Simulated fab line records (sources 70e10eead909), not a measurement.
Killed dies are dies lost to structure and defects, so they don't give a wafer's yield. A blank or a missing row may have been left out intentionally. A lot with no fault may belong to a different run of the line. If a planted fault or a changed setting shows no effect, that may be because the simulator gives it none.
Comparing a struck lot with a sound one | flow nand-harc | 36 steps out of a route of 1302
Sound: wafers L685.1, L685.3, L685.4. Wafers struck: L692.1, L692.2, L692.3. The cause is named last.
For every step that has rows: the tool of each side, followed by ch and its chambers, followed by its first start. Under that, the readings that differ: sound wafers | struck wafers | difference of the means | sigmas: that difference in standard deviations of wafers without a fault.
alike: a reading whose means differ by less than 2 such deviations, as well as words and numbers matching on both sides. not compared: withheld readings; readings where some wafer has no value; bounds like >300 that might hide an equal value; numbers whose values overlap and for which the record gives no deviation.
A row with sigmas, a row that says differs or no value, or rows on one side alone: a step with any of these is where the two part. Numbers that don't overlap but have no deviation are shown without sigmas and don't part them. A reading missing from all wafers of one side parts the sides only when that side holds two or more wafers.

NHARC_A_SLIT_CD_MEAS_21:
  sound: cd-sem-03 at day 21 14:43; struck: cd-sem-02 at day 24 19:52
  reading    | sound             | struck            | difference | sigmas
  cd-nm (nm) | 290.4 290.2 290.9 | 289.1 287.6 288.9 | -2.0       | -2
then, 3 steps without rows for these wafers: NHARC_A_SIN_REMOVE_WET_00 (chemistry H3PO4, time 15300 s); NHARC_A_SIN_REMOVE_PRECLEAN_01 (cleans in SC1); NHARC_A_SIN_REMOVE_SRD_02.
NHARC_A_SIN_REMOVE_INSPECT_04:
  sound: defect-inspect-01 at day 21 21:14; struck: defect-inspect-01 at day 25 02:31
  alike: raw-defect-count
then, 1 step without rows for these wafers: NHARC_A_WL_FILL_ALD_00 (deposits Al2O3, target thk 3 nm, pulse time 3 s, ald cycles 30).
NHARC_A_WL_FILL_RTA_01: time 5 s.
  sound on rtp-anneal-01 ch 0, day 21 21:34; struck on rtp-anneal-02 ch 0, day 25 02:53
  reading            | sound          | struck         | difference | sigmas
  lamp-power-pct (%) | 31.9 31.9 31.9 | 29.1 29.0 29.0 | -2.9       | -2
  alike: wafer_temp_C_max
NHARC_A_WL_FILL_ALD_02: deposits TiN, target thk 2 nm, pulse time 3 s, ald cycles 100.
  sound on ald-metal-04 ch 1,2,3, day 21 21:47; struck on ald-metal-03 ch 0,1,2, day 25 03:08
  alike: heater-power-outer-w, heater-power-w, precursor-pulse-height-rel
NHARC_A_WL_FILL_CVD_03: deposits W, target thk 40 nm, time 279 s.
  sound on cvd-w-01 ch 1, day 21 22:13; struck on cvd-w-01 ch 0,1, day 25 03:32
  reading            | sound       | struck      | difference | sigmas
  heater-power-w (W) | 487 478 472 | 439 470 436 | -31        | -2
  alike: heater-power-outer-w, throttle-valve-pct
then, 1 step without rows for these wafers: NHARC_A_WL_FILL_ETCHBACK_04 (etches the open film in NF3, target depth 60 nm, time 120 s).
NHARC_A_WL_FILL_ETCHBACK_05: etches the open film in Cl2/BCl3, target depth 22 nm, time 60 s.
  sound on rie-metal-02 ch 0,1, day 21 23:08; struck on rie-metal-01 ch 0,1, day 25 04:09
  alike: drypump-motor-current-A, oes-product-au
  not compared: rf-hours-counter-h
NHARC_A_WL_FILL_STRIP_27: strips in N2/H2, time 20 s.
  sound on plasma-asher-02 ch 0,1, day 21 23:18; struck on plasma-asher-02 ch 0,1, day 25 04:17
  alike: drypump-motor-current-A, heater-power-w
  not compared: rf-hours-counter-h
then, 16 steps without rows for these wafers: NHARC_A_WL_FILL_STRIP_28 (strips in post etch residue remover, time 1200 s); NHARC_A_WL_FILL_PRECLEAN_06 (cleans in DIW, time 300 s); NHARC_A_WL_FILL_SRD_07; NHARC_A_WL_FILL_ANNEAL_08 (time 1800 s); NHARC_A_WL_FILL_ALD_10 (deposits SiO2, target thk 50 nm, pulse time 10 s, ald cycles 500); NHARC_A_WL_FILL_ETCHBACK_16 (etches the open film in C4F8/O2/Ar, target depth 120 nm, time 24 s); NHARC_A_WL_FILL_STRIP_29 (strips in O2, time 20 s); NHARC_A_WL_FILL_ETCHBACK_17 (etches the open film in Cl2/BCl3, target depth 4 nm, time 26.7 s); NHARC_A_WL_FILL_PRECLEAN_18 (cleans in dHF, time 30 s); NHARC_A_WL_FILL_SRD_21; NHARC_A_WL_FILL_CVD_23 (deposits poly-Si, target thk 40 nm, time 800 s); NHARC_A_WL_FILL_ETCHBACK_26 (etches the open film in HBr, target depth 52 nm, time 13.3 s); NHARC_A_WL_FILL_PRECLEAN_30 (cleans in dHF, time 10 s); NHARC_A_WL_FILL_SRD_14; NHARC_A_WL_FILL_ALD_19 (deposits TiN, target thk 2 nm, pulse time 3 s, ald cycles 100); NHARC_A_WL_FILL_CVD_20 (deposits W, target thk 100 nm, time 74 s).
NHARC_A_WL_FILL_CMP_12: polishes, t overpolish 30 s, target thk 100 nm.
  sound on cmp-04 ch 0,1,2, day 22 20:14; struck on cmp-04 ch 0,1,3, day 25 21:04
  alike: motor-current-A, overpolish-run-s, retaining-ring-pressure-frac, slurry-flow-ml-min, time-to-endpoint-s
then, 5 steps without rows for these wafers: NHARC_A_WL_FILL_SRD_31; NHARC_A_CONTACT_DEP_24 (deposits SiO2, target thk 500 nm); NHARC_A_CONTACT_DEP_28 (deposits aC, target thk 7000 nm); NHARC_A_CONTACT_DEP_29 (deposits SiON, target thk 100 nm); NHARC_A_CONTACT_DEHYDRATE_32 (time 120 s).
NHARC_A_CONTACT_DESCUM_47: chemistry O2, time 3 s.
  sound on rie-diel-13 ch 0,1,3, day 23 02:33; struck on rie-diel-02 ch 1,2,3, day 26 09:23
  reading                | sound | struck                                                                     | difference                   | sigmas
  hold                   | - - - | await-dispo/4.2h/release await-dispo/4.2h/release await-dispo/4.2h/release | no value on the sound wafers |
  rf-hours-counter-h (h) | 0 0 0 | 8 9 7                                                                      | +8                           |
  alike: drypump-motor-current-A, oes-product-au, rf-vpp-V, showerhead-plenum-p-Torr, throttle-valve-pct
-- record jumps: 4 days between struck wafers' starts before vs after; left off in module A_CONTACT, resumes in module END, first step shown is number 1302 of the route --
NHARC_END_SORT_01:
  the record has rows for the struck wafers here (prober-01 ch 0, day 29 21:57) and none for the sound ones

## WHERE THEY PART
Last at NHARC_END_SORT_01 as far as this record goes, first at NHARC_A_SLIT_CD_MEAS_21.

WHY: the cause the simulator had injected
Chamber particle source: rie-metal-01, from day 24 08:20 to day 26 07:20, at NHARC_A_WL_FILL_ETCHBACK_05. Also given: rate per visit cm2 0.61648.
